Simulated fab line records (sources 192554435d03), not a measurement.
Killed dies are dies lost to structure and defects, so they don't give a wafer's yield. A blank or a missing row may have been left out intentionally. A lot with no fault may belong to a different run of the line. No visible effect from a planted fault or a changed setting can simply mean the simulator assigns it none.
Struck lot and sound lot, side by side -- flow n5Finfet -- 12 out of 1938 route steps
Sound: the wafers L995.1, L995.2, L995.6. Wafers struck: L114.1, L114.3. The cause is given at the end.
Each step with rows lists, per side, the tool, then ch with its chambers, then its first start. Under that, the readings that differ: sound wafers -- struck wafers -- difference of the means -- sigmas: that difference in standard deviations of wafers without a fault.
alike: readings whose means differ by less than 2 such deviations, and words and numbers that are the same on both sides. not compared: withheld readings, readings that some wafer has no value for, bounds like >300 that may hide the same value, and numbers for which the record gives no deviation and whose values overlap.
The two part at a step that has a row with sigmas, a row that says differs or no value, or rows on one side only. When numbers do not overlap yet have no deviation, they are printed without sigmas and do not part them. A reading missing from all wafers of one side parts the sides only when that side holds two or more wafers.

N5_START_INSPECT_01: inspects for defects (unpatterned scan).
  sound: defectInspect-01 at day 2 00:02; struck: defectInspect-02 at day 6 18:02
  alike: rawDefectCount
then, 2 steps without rows for these wafers: N5_ZERO_LAYER_PRECLEAN_00 (cleans in SPM, time 600 s); N5_ZERO_LAYER_SRD_01 (time 30 s, dry time 30 s).
N5_ZERO_LAYER_PECVD_02: deposits SiO2 from SiH4/N2O, target thk 10 nm, time 6 s.
  sound on pecvd-01 ch 1,2, day 2 00:17; struck on pecvd-04 ch 0,2, day 6 18:17
  alike: heaterPowerW, showerheadPlenumPTorr
then, 4 steps without rows for these wafers: N5_ZERO_LAYER_HMDS_04 (time 60 s); N5_ZERO_LAYER_COAT_05 (resist thk 1000 nm); N5_ZERO_LAYER_EBR_07; N5_ZERO_LAYER_SOFTBAKE_06 (time 90 s).
N5_ZERO_LAYER_EXPOSE_08: exposes mask ZERO, defocus 0 nm, target cd 2000 nm.
  sound on krfScanner-02 ch 0, day 2 00:36; struck on krfScanner-02 ch 0, day 6 18:28
reading,sound,struck,difference,sigmas
exposureDoseMJCm2,16.199 16.204 16.212,16.098 16.108,-0.102,-7
  alike: mask
next, for these wafers, 1 step has no rows: N5_ZERO_LAYER_PEB_09.
-- the record jumps here: 8 days lie between the struck wafers' starts before and after (it left off in module ZERO_LAYER and takes up again in module BEOL_M4, whose first step shown is number 1111 of the route) --
N5_BEOL_M4_RC_MEAS_101:
  sound on prober-01 ch 0, day 9 06:33; struck on prober-02 ch 0, day 14 13:49
reading,sound,struck,difference,sigmas
DIBL_P (mV/V),33.8 33.8 31.5,40.4 34.8,+4.6,+2
IOFF_N (nA/um),0.14 0.13 0.11,0.24 0.15,+0.07,+2
IOFF_P (nA/um),0.16 0.16 0.14,0.31 0.20,+0.10,+3
ION_P (uA/um),446 453 453,473 463,+17,+2
SS_N (mV/dec),71.2 71.2 70.5,73.1 71.7,+1.4,+2
SS_P (mV/dec),72.6 71.9 71.7,74.7 73.3,+1.9,+3
VT_P (mV),-254 -255 -257,-243 -251,+8,+3
  alike: DIBL_N, ION_N, VT_N
-- the record jumps here: 5 days lie between the struck wafers' starts before and after (it left off in module BEOL_M4 and takes up again in module PASSIVATION, whose first step shown is number 1936 of the route) --
N5_PASSIVATION_PROBE_49:
  sound: prober-01 at day 13 10:03; struck: prober-01 at day 19 18:17
reading,sound,struck,difference,sigmas
killedAtOther,0 0 0,6 4,+5,+2
  alike: defectLimitedYield, killed_at_M0_to_M3, killed_at_M4_up, killedAtContacts, killedAtFrontEnd, killedDies, killedOpen, killedShort, sort_bin_4_leakage, sort_bin_5_function, sort_bin_6_memory, sortNPass, sortYieldPct

WHERE THEY PART
Earliest at N5_ZERO_LAYER_EXPOSE_08; latest, in this record, at N5_PASSIVATION_PROBE_49.

WHY: what had been put in by the simulator
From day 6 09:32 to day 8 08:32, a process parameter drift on krfScanner-02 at N5_ZERO_LAYER_EXPOSE_08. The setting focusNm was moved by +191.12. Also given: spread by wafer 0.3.
